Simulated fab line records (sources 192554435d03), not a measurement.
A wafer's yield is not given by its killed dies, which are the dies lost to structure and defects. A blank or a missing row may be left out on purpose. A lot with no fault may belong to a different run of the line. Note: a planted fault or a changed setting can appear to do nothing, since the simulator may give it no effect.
Chamber matching / flow n5_finfet / N5_BEOL_M12_DEP_53 on pecvd-01: 3 sister chambers
The step deposits SiCN from 3MS/NH3, target thk 30 nm, time 10.5 s. 16 wafers are shown with their chamber, then 8 later ones without.

WAFERS WITH THEIR CHAMBER
wafer=L138.1; chamber=1; showerhead_plenum_p_Torr (Torr)=4.18; throttle_valve_pct (%)=19.5; showerhead_vpp_V (V)=1606
wafer=L138.3; chamber=0; showerhead_plenum_p_Torr (Torr)=4.21; throttle_valve_pct (%)=17.5; showerhead_vpp_V (V)=1492
wafer=L138.6; chamber=2; showerhead_plenum_p_Torr (Torr)=4.11; throttle_valve_pct (%)=16.8; showerhead_vpp_V (V)=1574
wafer=L142.1; chamber=2; showerhead_plenum_p_Torr (Torr)=4.12; throttle_valve_pct (%)=16.5; showerhead_vpp_V (V)=1574
wafer=L142.5; chamber=2; showerhead_plenum_p_Torr (Torr)=4.11; throttle_valve_pct (%)=16.5; showerhead_vpp_V (V)=1596
wafer=L142.6; chamber=0; showerhead_plenum_p_Torr (Torr)=4.21; throttle_valve_pct (%)=17.5; showerhead_vpp_V (V)=1426
wafer=L145.2; chamber=1; showerhead_plenum_p_Torr (Torr)=4.18; throttle_valve_pct (%)=19.8; showerhead_vpp_V (V)=1626
wafer=L145.3; chamber=0; showerhead_plenum_p_Torr (Torr)=4.23; throttle_valve_pct (%)=17.6; showerhead_vpp_V (V)=1431
wafer=L145.6; chamber=2; showerhead_plenum_p_Torr (Torr)=4.12; throttle_valve_pct (%)=16.4; showerhead_vpp_V (V)=1594
wafer=L143.1; chamber=0; showerhead_plenum_p_Torr (Torr)=4.21; throttle_valve_pct (%)=17.7; showerhead_vpp_V (V)=1475
wafer=L143.4; chamber=2; showerhead_plenum_p_Torr (Torr)=4.10; throttle_valve_pct (%)=16.3; showerhead_vpp_V (V)=1579
wafer=L143.5; chamber=0; showerhead_plenum_p_Torr (Torr)=4.21; throttle_valve_pct (%)=17.6; showerhead_vpp_V (V)=1458
wafer=L151.1; chamber=0; showerhead_plenum_p_Torr (Torr)=4.21; throttle_valve_pct (%)=17.6; showerhead_vpp_V (V)=1471
wafer=L151.5; chamber=0; showerhead_plenum_p_Torr (Torr)=4.22; throttle_valve_pct (%)=18.0; showerhead_vpp_V (V)=1431
wafer=L151.6; chamber=2; showerhead_plenum_p_Torr (Torr)=4.12; throttle_valve_pct (%)=16.5; showerhead_vpp_V (V)=1607
wafer=L153.1; chamber=0; showerhead_plenum_p_Torr (Torr)=4.21; throttle_valve_pct (%)=17.9; showerhead_vpp_V (V)=1465

SIGNATURES (means of the wafers above)
reading=showerhead_plenum_p_Torr; chamber 0=4.2138; chamber 1=4.1800; chamber 2=4.1133; scatter within a chamber=0.00745
reading=throttle_valve_pct; chamber 0=17.675; chamber 1=19.650; chamber 2=16.500; scatter within a chamber=0.18
reading=showerhead_vpp_V; chamber 0=1456.12; chamber 1=1616.00; chamber 2=1587.33; scatter within a chamber=20.1
Rule: distance of a wafer from a chamber = root of the sum over the readings of ((wafer's reading minus chamber's mean) / reading's scatter) squared. If the next closest chamber is less than 2 further off than the closest, the wafer can't be placed; otherwise it belongs to the closest. The scatter: the root of (the sum of the squares of (reading less its chamber's mean) over the shown wafers, divided by (wafers less chambers)).

WAFERS MISSING THEIR CHAMBER
wafer=L153.3; showerhead_plenum_p_Torr (Torr)=4.22; throttle_valve_pct (%)=17.6; showerhead_vpp_V (V)=1461
wafer=L153.5; showerhead_plenum_p_Torr (Torr)=4.11; throttle_valve_pct (%)=16.4; showerhead_vpp_V (V)=1558
wafer=L154.4; showerhead_plenum_p_Torr (Torr)=4.12; throttle_valve_pct (%)=16.5; showerhead_vpp_V (V)=1574
wafer=L154.5; showerhead_plenum_p_Torr (Torr)=4.22; throttle_valve_pct (%)=17.6; showerhead_vpp_V (V)=1451
wafer=L154.6; showerhead_plenum_p_Torr (Torr)=4.12; throttle_valve_pct (%)=16.7; showerhead_vpp_V (V)=1574
wafer=L156.1; showerhead_plenum_p_Torr (Torr)=4.20; throttle_valve_pct (%)=17.6; showerhead_vpp_V (V)=1434
wafer=L156.2; showerhead_plenum_p_Torr (Torr)=4.12; throttle_valve_pct (%)=16.6; showerhead_vpp_V (V)=1567
wafer=L156.3; showerhead_plenum_p_Torr (Torr)=4.11; throttle_valve_pct (%)=16.4; showerhead_vpp_V (V)=1563

WHICH CHAMBER EACH ONE RAN IN
wafer=L153.3; from the rows above=0; in truth=0
wafer=L153.5; from the rows above=2; in truth=2
wafer=L154.4; from the rows above=2; in truth=2
wafer=L154.5; from the rows above=0; in truth=0
wafer=L154.6; from the rows above=2; in truth=2
wafer=L156.1; from the rows above=0; in truth=0
wafer=L156.2; from the rows above=2; in truth=2
wafer=L156.3; from the rows above=2; in truth=2
Correctly placed: 8 of 8. Can't be placed from these rows: 0. Number placed wrongly: 0.
